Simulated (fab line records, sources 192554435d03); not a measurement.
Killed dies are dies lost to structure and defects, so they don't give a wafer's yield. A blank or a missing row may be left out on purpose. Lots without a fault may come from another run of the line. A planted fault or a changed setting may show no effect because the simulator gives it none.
fab line records | flow n5_finfet
record lots=3 wafers=9 last_day=18
route steps=1938 shown ILD0@335 SDB@347 PASSIVATION@1936
lots that met no fault: from a run of the same line without faults
start_h: hours from the record's first day to the start of the lot's first wafer shown | wait_h: hours since the lot's step before | " the same as in the row above | L1.1+2: a row that stands for several wafers | - no value, or no start given | * or withheld: withheld | < > ~ a bound
route shown NAME@n: a module of which the file shows steps, and the number in the route of the first | usual: mean/standard deviation of fault-free wafers | same: alike in all rows | chamber/n: place in a boat | sites: the reading at each site | _std_site: their standard deviation | _edge_site: outer sites' mean less inner sites' | radius_mm: how far each site lies from the wafer's centre | mask NAME#n: copy n | behind: the tool/chamber that last shaped the wafer | hold: why the lot was held/for how many hours/how that ended | device: the transistor (n, p or np) that didn't switch | end of line: the same wafers' tests at the end of the route | a step without rows: its recipe alone | killed: dies lost to structure and defects at the first sort, not the wafer's yield | map: a wafer's dies, x killed, . not, _ none there
set.NAME: the setting as run; set.NAME@STEP: as run at that earlier step | model.NAME: the simulator's own value behind a step, which no gauge read
lots at some steps of the route; a table a step, a row a wafer
services: from which hour (start_h, from the record's first day; less than 0 if before it) a tool's chamber was out of use, for how many hours, and why
## steps
# step N5_ILD0_LINER_00
# recipe material=SiNx target_thk_a=40 temp_c=400 ald_precursor_family=SiH2I2 ald_co_reactant=N2/H2-plasma pulse_time_s=1 purge_time_s=2 co_reactant_purge_time_s=2 ald_cycles=80 pressure_torr=2
# step N5_ILD0_FCVD_FILL_01
# recipe material=SiO2_flowable target_thk_a=2000 temp_c=100 pressure_torr=0.8 rf_w=2000 time_s=328.3
# step N5_ILD0_CURE_02
# recipe temp_c=450 time_s=1800 ambient=steam idle_temp_c=400 ramp_up_c_per_min=5 ramp_down_c_per_min=3 densification_p_h2o_torr=640
# step N5_ILD0_CMP_03
# recipe stop_on=SiNx t_overpolish_s=1.9 post_cmp_clean=alkaline_brush down_force_psi=4.1491 platen_rpm=51.796 pad_velocity_m_s=1.0306 target_thk_nm=197.38
# step N5_ILD0_CMP_07
# recipe stop_on=poly-Si material=SiO2_flowable t_overpolish_s=1.18 post_cmp_clean=alkaline_brush down_force_psi=4.1491 platen_rpm=51.796 pad_velocity_m_s=1.0306 target_thk_nm=138.88
# step N5_ILD0_PRECLEAN_10
# recipe chemistry=NF3:NH3 afs_cycles=5 time_s=20 temp_c=30 sublimation_temp_c=180 sublimation_time_s=60 pressure_torr=3 rf_power_w=30
# step N5_ILD0_ALD_15
# recipe material=SiNx target_thk_a=240 temp_c=400 ald_precursor_family=SiH2I2 ald_co_reactant=N2/H2-plasma pulse_time_s=1 ald_cycles=480 purge_time_s=2 co_reactant_purge_time_s=2 pressure_torr=2
# step N5_ILD0_CMP_12
# recipe stop_on=poly-Si material=SiNx t_overpolish_s=6 post_cmp_clean=alkaline_brush down_force_psi=2.5 platen_rpm=51.8 pad_velocity_m_s=1.0307 target_thk_nm=17.67
# step N5_SDB_HM_DEP_00
# recipe material=SiNx target_thk_a=400 temp_c=400 precursor=SiH4/NH3/N2 pressure_torr=1.5 rf_w=300 time_s=35.3
# usual heater_power_w=755/72 rf_fwd_power_W=297.9/1 showerhead_plenum_p_Torr=5.12/0.068 throttle_valve_pct=41.0/2.8
# columns lot.wafer tool chamber start_h wait_h heater_power_w rf_fwd_power_W showerhead_plenum_p_Torr throttle_valve_pct model.SiNx_of_SDB_HM_DEP_00.thk_nm
L261.1 pecvd-03 0 83.31 0.0 766 300.7 5.16 45.2 39.2
L261.3 " 2 " " 733 298.7 5.19 37.0 40
L261.5 " 2 " " 737 300.2 5.18 37.4 40.4
L268.1 pecvd-03 1 128.19 0.0 645 298.0 5.13 43.9 68
L268.3 " 0 " " 897 299.1 5.18 45.3 38.6
L268.6 " 1 " " 653 298.7 5.12 44.0 40.4
L279.2 pecvd-04 2 189.98 0.0 708 299.1 4.99 37.8 40.2
L279.5 " 1 " " 653 297.8 5.16 41.6 40.4
L279.6 " 2 " " 713 299.6 5.00 37.9 41.2
# step N5_SDB_COAT_03
# recipe resist=SOC temp_c=250 time_s=60 spin_rpm=1500 resist_thk_nm=100
# step N5_SDB_COAT_04
# recipe resist=SiARC temp_c=220 time_s=60 spin_rpm=1500 resist_thk_nm=18
# step N5_SDB_COAT_05
# recipe resist=CAR-ArF spin_rpm=1500 resist_thk_nm=90
# step N5_SDB_EBR_07
# recipe solvent=PGMEA ebr_width_mm=1.5
# step N5_SDB_SOFTBAKE_06
# recipe temp_c=110 time_s=60 resist=CAR-ArF
# step N5_SDB_EXPOSE_08
# recipe mask_id=SDB na=1.35 source_shape=conventional sigma_outer=0.5 polarization=unpolarized dose_mj=49.6
# step N5_SDB_PEB_09
# recipe peb_temp_c=withheld peb_time_s=60 resist=CAR-ArF
# step N5_SDB_DEVELOP_10
# recipe develop_time_s=30 developer=TMAH resist=CAR-ArF rinse_liquid=diw dry=air_spin dev_temp_c=23
# step N5_SDB_DESCUM_16
# recipe chemistry=O2 time_s=7.9 source_power_w=50 bias_power_w=20 pressure_mtorr=20 rf_frequency_hz=2.712e+07 temp_c=40 resist=CAR-ArF o2_flow_sccm=225
# step N5_SDB_ETCH_17
# recipe chemistry=CF4 target=SiARC target_depth_a=234 mask_material=CAR-ArF time_s=39 ion_energy_ev=80 pressure_mtorr=40 source_w=545 bias_w=36 Ar_flow_sccm=100 cf4_flow_sccm=100 ends=cleared
# step N5_SDB_ETCH_18
# recipe chemistry=N2/H2 target=SOC target_depth_a=1000 overetch_a=200 mask_material=SiARC temp_c=40 time_s=150 ion_energy_ev=200 pressure_mtorr=30 source_w=840 bias_w=150 n2_flow_sccm=200 h2_flow_sccm=200
# step N5_SDB_STRIP_19
# recipe chemistry=N2/H2 temp_c=40 n2_flow_sccm=200 h2_flow_sccm=200 rf_frequency_hz=6e+07
# step N5_SDB_STRIP_21
# recipe chemistry=CF4 resist=SiARC power_w=300 bias_power_w=75 pressure_mtorr=50 cf4_flow_sccm=150 rf_frequency_hz=6e+07
# step N5_SDB_HM_OPEN_20
# recipe chemistry=CH3F/O2 target=SiNx mask_material=SOC target_depth_a=240 stop_on=poly-Si over_etch_frac=0.4 ion_energy_ev=120 pressure_mtorr=30 source_w=395 bias_w=73 Ar_flow_sccm=150 CH3F_flow_sccm=30 O2_flow_sccm=20
# usual O2_flow_sccm=20.01/0.06 bias_w=73.02/0.23 drypump_motor_current_A=5.7/0.4 oes_ar_750_au=0.80/0.11 oes_product_au=0.66/0.084 rf_fwd_power_W=392.2/1.2 rf_vpp_V=302/5 showerhead_plenum_p_Torr=2.00/0.091 throttle_valve_pct=16.34/0.22
# columns lot.wafer tool chamber start_h wait_h O2_flow_sccm bias_w drypump_motor_current_A oes_ar_750_au oes_product_au rf_fwd_power_W rf_hours_counter_h rf_vpp_V showerhead_plenum_p_Torr throttle_valve_pct model.etch.depth_nm
L261.1 rie_diel-01 0 84.38 0.0 20.06 72.81 5.6 0.68 0.56 391.4 242 299 1.97 16.66 23.13
L261.3 " 1 " " 19.98 72.89 5.8 0.95 0.78 391.9 19 295 1.97 16.08 23.98
L261.5 " 1 " " 20.06 72.95 5.8 0.96 0.78 389.9 - 296 1.97 16.09 24.43
L268.1 rie_diel-03 1 128.83 0.0 20.01 73.05 5.5 0.91 0.91 393.3 29 307 2.13 16.30 34.35
L268.3 " 2 " " 20.02 72.88 5.7 0.69 0.56 392.1 211 301 1.90 16.59 22.63
L268.6 " 2 " " 19.99 72.93 5.6 0.69 0.59 393.5 - 302 1.90 16.59 24.45
L279.2 rie_diel-05 2 190.75 0.0 20.00 73.31 5.6 0.84 0.70 391.7 57 305 2.10 16.15 24.2
L279.5 " 3 " " 19.96 73.11 5.5 0.70 0.57 393.5 - 303 2.06 16.68 24.45
L279.6 " 2 " " 19.83 73.17 5.6 0.84 0.71 392.1 - 304 2.10 16.16 25.16
# step N5_SDB_STRIP_22
# recipe chemistry=N2/H2 power_w=1000 temp_c=250 h2_frac=0.65 overash_fraction=0.3 pressure_mtorr=withheld n2_flow_sccm=1750 h2_flow_sccm=3250
# step N5_SDB_PRECLEAN_23
# recipe chemistry=dHF time_s=30 temp_c=25 dilution=withheld
# step N5_SDB_DUMMY_REMOVE_24
# recipe chemistry=TMAH temp_c=70 target=poly-Si stop_on=SiO2 target_depth_nm=142 conc_wt_pct=5 time_s=57 dry=ipa_marangoni rinse_time_s=30 rinse_temp_c=23
# step N5_SDB_ETCH_25
# recipe chemistry=C4F6/O2 target=SiO2 target_depth_a=100 time_s=3.3 ion_energy_ev=250 mask_material=SiNx pressure_mtorr=30 source_w=345 bias_w=185 Ar_flow_sccm=300 C4F6_flow_sccm=10 O2_flow_sccm=10
# step N5_SDB_CUT_ETCH_26
# recipe chemistry=HBr/Cl2/O2 target=Si target_depth_a=1296 bt_time_s=20 mask_material=SiNx time_s=51.8 ion_energy_ev=* bias_w=* pressure_mtorr=10 icp_w=800 HBr_flow_sccm=150 Cl2_flow_sccm=80 O2_flow_sccm=12
# step N5_SDB_PRECLEAN_38
# recipe chemistry=dHF time_s=10 dilution=750:1 temp_c=25
# columns lot.wafer tool chamber start_h wait_h model.SiNx_of_SDB_HM_DEP_00.thk_nm
L261.1 wet_bench-01 2 84.88 0.1 21.4
L261.3 " 0 " " 21.8
L261.5 " 3 " " 22.2
L268.1 wet_bench-02 0 129.34 0.1 49.8
L268.3 " 7 " " 20.4
L268.6 " 1 " " 22.2
L279.2+5 wet_bench-03 2,4 191.29 0.1 22.4
L279.6 " 6 " " 23.2
# step N5_SDB_PRECLEAN_39
# recipe chemistry=O3/DIW time_s=45 temp_c=22 o3_ppm=10
# step N5_SDB_SRD_28
# recipe dry=ipa_marangoni time_s=30 temp_c=23 rinse_liquid=diw
# step N5_SDB_ALD_29
# recipe material=SiNx target_thk_a=300 temp_c=400 ald_precursor_family=SiH2I2 ald_co_reactant=N2/H2-plasma pulse_time_s=1 ald_cycles=600 purge_time_s=2 co_reactant_purge_time_s=2 pressure_torr=2
# step N5_SDB_CMP_30
# recipe stop_on=poly-Si t_overpolish_s=1.54 post_cmp_clean=alkaline_brush down_force_psi=4.1491 platen_rpm=51.796 pad_velocity_m_s=1.0306 target_thk_nm=30
# usual motor_current_A=12.2/0.93 slurry_flow_ml_min=150.0/0.47 time_to_endpoint_s=17.3/2.4
# columns lot.wafer tool chamber start_h wait_h motor_current_A slurry_flow_ml_min time_to_endpoint_s
L261.3 cmp-03 2 87.71 1.4 12.6 150.1 16.5
L261.1 " 3 " " 11.6 150.7 18.3
L261.5 " 1 " " 10.8 149.8 16.0
L268.3 cmp-01 1 132.17 1.4 12.1 150.3 18.2
L268.1 " 3 " " 11.1 149.7 25.8
L268.6 " 0 " " 12.9 150.3 16.6
L279.2 cmp-01 2 194.09 1.4 12.7 150.0 13.8
L279.6 " 2 " " 13.0 150.7 15.5
L279.5 " 3 " " 10.8 149.1 17.0
# step N5_PASSIVATION_PROBE_49
# usual killed_at_M0_to_M3=33/11 killed_at_M4_up=14/5 killed_at_contacts=11/7.3 killed_at_front_end=43/12 killed_at_other=4/3.1 killed_dies=106/17 killed_on_rim=14/3.8 killed_open=69/13 killed_short=34/8.7
# same gross_dies=1180 killed_at_back_side=0
# columns lot.wafer tool chamber start_h wait_h killed_at_M0_to_M3 killed_at_M4_up killed_at_contacts killed_at_front_end killed_at_other killed_dies killed_on_rim killed_open killed_short
L261.1 prober-02 - 326.84 0.0 29 12 8 71 3 123 14 92 31
L261.3 prober-02 - 326.94 0.1 44 9 9 33 6 101 16 67 33
L261.5 prober-02 - 327.04 0.2 28 15 8 48 6 105 8 66 39
L268.1 prober-02 - 377.70 0.0 30 14 9 1118 9 1180 152 70 33
L268.3 prober-02 - 377.80 0.1 34 10 8 41 4 97 11 61 34
L268.6 prober-02 - 377.95 0.3 57 8 10 42 1 118 14 80 31
L279.2 prober-02 - 430.34 0.1 46 26 5 42 5 124 18 79 45
L279.5 prober-02 - 430.49 0.2 31 19 9 39 5 103 14 64 37
L279.6 prober-02 - 430.54 0.3 35 10 4 44 1 94 15 60 34
# killed by level:class
L261.1 STI_FIN_REVEAL:geometric_particle:open=37 BEOL_M1:geometric_particle:open=12 FIN_SAQP:geometric_particle:open=11 FIN_SAQP:geometric_particle:short=9 MOL_CONTACT_COAG:geometric_particle:open=8 BEOL_M0_SAQP:geometric_particle:open=6 BEOL_M4:geometric_particle:open=4 STI_FIN_REVEAL:geometric_particle:short=4
L261.3 BEOL_M1:geometric_particle:open=12 BEOL_M0_SAQP:geometric_particle:open=10 BEOL_M0_SAQP:geometric_particle:short=7 STI_FIN_REVEAL:geometric_particle:open=6 MOL_CONTACT_COAG:geometric_particle:open=6 DUMMY_GATE:geometric_particle:open=5 BEOL_M0:geometric_particle:open=5 BEOL_M4:geometric_particle:open=5
L261.5 STI_FIN_REVEAL:geometric_particle:open=12 FIN_SAQP:geometric_particle:open=10 FIN_SAQP:geometric_particle:short=8 BEOL_M1:geometric_particle:open=8 GATE_CUT:geometric_particle:short=6 MOL_CONTACT_COAG:geometric_particle:open=6 BEOL_M0_SAQP:geometric_particle:short=6 BEOL_M4:geometric_particle:open=5
L268.1 SDB:area_open=1077 MOL_CONTACT_COAG:geometric_particle:open=8 STI_FIN_REVEAL:geometric_particle:open=7 BEOL_M0_SAQP:geometric_particle:open=7 BEOL_M3:geometric_particle:open=7 FIN_SAQP:geometric_particle:short=6 BEOL_M1:geometric_particle:open=5 DUMMY_GATE:geometric_particle:open=5
L268.3 STI_FIN_REVEAL:geometric_particle:open=16 BEOL_M0_SAQP:geometric_particle:short=12 DUMMY_GATE:geometric_particle:open=7 MOL_CONTACT_COAG:geometric_particle:open=6 BEOL_M2:geometric_particle:open=6 BEOL_M3:geometric_particle:open=6 BEOL_M1:geometric_particle:open=5 DUMMY_GATE:geometric_particle:short=4
L268.6 BEOL_M0_SAQP:geometric_particle:open=13 BEOL_M2:geometric_particle:open=13 STI_FIN_REVEAL:geometric_particle:open=8 DUMMY_GATE:geometric_particle:open=8 BEOL_M1:geometric_particle:open=7 BEOL_M0_SAQP:geometric_particle:short=7 BEOL_M3:geometric_particle:open=7 MOL_CONTACT_COAG:geometric_particle:open=6
L279.2 BEOL_M4:geometric_particle:open=17 BEOL_M2:geometric_particle:open=12 FIN_SAQP:geometric_particle:short=10 BEOL_M0_SAQP:geometric_particle:open=9 FIN_SAQP:geometric_particle:open=8 STI_FIN_REVEAL:geometric_particle:open=6 BEOL_M4:geometric_particle:short=6 BEOL_M0_SAQP:geometric_particle:short=6
L279.5 FIN_SAQP:geometric_particle:short=8 MOL_CONTACT_COAG:geometric_particle:open=8 BEOL_M0_SAQP:geometric_particle:short=8 BEOL_M0_SAQP:geometric_particle:open=7 FIN_SAQP:geometric_particle:open=5 GATE_CUT:geometric_particle:short=5 GATE_CUT:geometric_particle:open=5 BEOL_M2:geometric_particle:open=5
L279.6 FIN_SAQP:geometric_particle:short=17 BEOL_M0_SAQP:geometric_particle:open=9 FIN_SAQP:geometric_particle:open=7 BEOL_M2:geometric_particle:open=7 STI_FIN_REVEAL:geometric_particle:open=6 DUMMY_GATE:geometric_particle:open=6 BEOL_M5:geometric_particle:open=5 BEOL_M4:geometric_particle:open=4
# map L268.1 (x killed, . not)
_________________xxxxxxxxxxxx________________
______________xxxxxxxxxxxxxxxxxx_____________
___________xxxxxxxxxxxxxxxxxxxxxxxx__________
__________xxxxxxxxxxxxxxxxxxxxxxxxxx_________
________xxxxxxxxxxxxxxxxxxxxxxxxxxxxxx_______
_______xxxxxxxxxxxxxxxxxxxxxxxxxxxxxxxx______
______xxxxxxxxxxxxxxxxxxxxxxxxxxxxxxxxxx_____
_____xxxxxxxxxxxxxxxxxxxxxxxxxxxxxxxxxxxx____
____xxxxxxxxxxxxxxxxxxxxxxxxxxxxxxxxxxxxxx___
___xxxxxxxxxxxxxxxxxxxxxxxxxxxxxxxxxxxxxxxx__
___xxxxxxxxxxxxxxxxxxxxxxxxxxxxxxxxxxxxxxxx__
__xxxxxxxxxxxxxxxxxxxxxxxxxxxxxxxxxxxxxxxxxx_
__xxxxxxxxxxxxxxxxxxxxxxxxxxxxxxxxxxxxxxxxxx_
_xxxxxxxxxxxxxxxxxxxxxxxxxxxxxxxxxxxxxxxxxxxx
_xxxxxxxxxxxxxxxxxxxxxxxxxxxxxxxxxxxxxxxxxxxx
_xxxxxxxxxxxxxxxxxxxxxxxxxxxxxxxxxxxxxxxxxxxx
_xxxxxxxxxxxxxxxxxxxxxxxxxxxxxxxxxxxxxxxxxxxx
_xxxxxxxxxxxxxxxxxxxxxxxxxxxxxxxxxxxxxxxxxxxx
_xxxxxxxxxxxxxxxxxxxxxxxxxxxxxxxxxxxxxxxxxxxx
_xxxxxxxxxxxxxxxxxxxxxxxxxxxxxxxxxxxxxxxxxxxx
_xxxxxxxxxxxxxxxxxxxxxxxxxxxxxxxxxxxxxxxxxxxx
__xxxxxxxxxxxxxxxxxxxxxxxxxxxxxxxxxxxxxxxxxx_
__xxxxxxxxxxxxxxxxxxxxxxxxxxxxxxxxxxxxxxxxxx_
___xxxxxxxxxxxxxxxxxxxxxxxxxxxxxxxxxxxxxxxx__
___xxxxxxxxxxxxxxxxxxxxxxxxxxxxxxxxxxxxxxxx__
____xxxxxxxxxxxxxxxxxxxxxxxxxxxxxxxxxxxxxx___
_____xxxxxxxxxxxxxxxxxxxxxxxxxxxxxxxxxxxx____
______xxxxxxxxxxxxxxxxxxxxxxxxxxxxxxxxxx_____
_______xxxxxxxxxxxxxxxxxxxxxxxxxxxxxxxx______
________xxxxxxxxxxxxxxxxxxxxxxxxxxxxxx_______
__________xxxxxxxxxxxxxxxxxxxxxxxxxx_________
___________xxxxxxxxxxxxxxxxxxxxxxxx__________
______________xxxxxxxxxxxxxxxxxx_____________
_________________xxxxxxxxxxxx________________
# map L261.1 (x killed, . not)
_________________..x.x....xx.________________
______________...........x......_____________
___________........................__________
__________x...x....x....x.x.....x..._________
________..............x..............._______
_______...........................x....______
______.........................x....x..._____
_____............xx......................____
____.x.x...............x.........x........___
___...x..x.x.....xx........x......x........__
___.........x...x..............xx.....x...x__
__...x....x................................._
__....x.x...........xx........x.........x..._
_.......x................................x.x.
_..x........x.....x............xx............
_................x....x.........x............
_.....x..........xx.................x........
_x...........x.....x........xx..x............
_x.......x......x..x.x.......................
_............xx.....x.............x..........
_..........x.......xx....xx.x.........x......
__...............xx..............x.........._
__.........x..x....x...............x....x..._
___.....................x...xxx............__
___........................................__
____......x.....x..........x...x..xx......___
_____..........x.............x...x...x.x.____
______............x..x.........xxx......_____
_______.xx....xx.x.x............x...x..______
________...........................x.._______
__________...x..x..................._________
___________....x............x......__________
______________.....x.x.........._____________
_________________....x.......________________
## services
# columns tool chamber start_h hours kind
cmp-01 - 60.21 - consumable_replace:conditioner
cmp-01 - 60.21 - consumable_replace:pad
pecvd-03 2 60.79 13.5 repair
rie_diel-01 2 61.20 4.2 repair
cmp-03 - 73.45 3.1 repair
cmp-01 - 74.32 0.8 repair
pecvd-04 1 75.64 5.5 scheduled_down
wet_bench-01 - 89.02 0.7 repair
pecvd-03 - 120.84 0.8 pm
cmp-01 - 122.23 2.0 repair
cmp-03 - 128.98 12.4 pm
pecvd-03 2 142.11 7.6 repair
cmp-01 - 149.83 0.3 repair
pecvd-03 - 154.55 6.0 pm
wet_bench-02 - 155.61 0.8 repair
rie_diel-03 2 165.53 5.8 repair
cmp-03 - 168.02 4.0 pm
pecvd-04 1 177.63 6.5 repair
cmp-01 - 178.30 3.8 pm
wet_bench-03 - 183.99 1.6 repair
cmp-01 - 184.37 8.5 repair
rie_diel-05 0 191.10 10.4 repair
pecvd-03 0 192.22 5.5 scheduled_down
rie_diel-01 2 193.46 18.9 repair
## key
first_sign step=N5_SDB_HM_OPEN_20 reading=oes_product_au direction=up sigmas=3 usual=0.66 struck=0.91
effect step=N5_SDB_CMP_30 reading=time_to_endpoint_s direction=up sigmas=3.5 usual=* struck=*
effect step=N5_PASSIVATION_PROBE_49 reading=killed_at_front_end direction=up sigmas=92 usual=43 struck=1118
model_effect step=N5_SDB_HM_DEP_00 value=SiNx_of_SDB_HM_DEP_00.thk_nm without=39.6 struck=68
model_effect step=N5_SDB_HM_OPEN_20 value=etch.depth_nm without=23.65 struck=34.35
model_effect step=N5_SDB_PRECLEAN_38 value=SiNx_of_SDB_HM_DEP_00.thk_nm without=21.4 struck=49.8
more_kills_born_at N5_SDB_HM_OPEN_20@rie_diel-03=1077
met_at N5_SDB_HM_DEP_00
struck_wafers L268.1
later_rows_left_out L268.1
tester_left_out L268
onset_between 83.31 128.19
fault kind=process_parameter_drift tool=pecvd-03 chamber=- onset_h=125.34 steps=N5_SDB_HM_DEP_00 channel=time_s offset=* shape=step end_h=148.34 scope=struck_wafers_only acts_in=* stated=*
# tester_left_out: of these lots the tester's yield and bins aren't shown, on N5 and GAA mostly nor the transistor test; their killed dies are dies lost to structure and defects alone, not to doping, threshold or leakage, so they don't give the yield
# later_rows_left_out: the simulator's readings of these wafers behind a module that went badly wrong aren't trusted and aren't shown, but for the sort
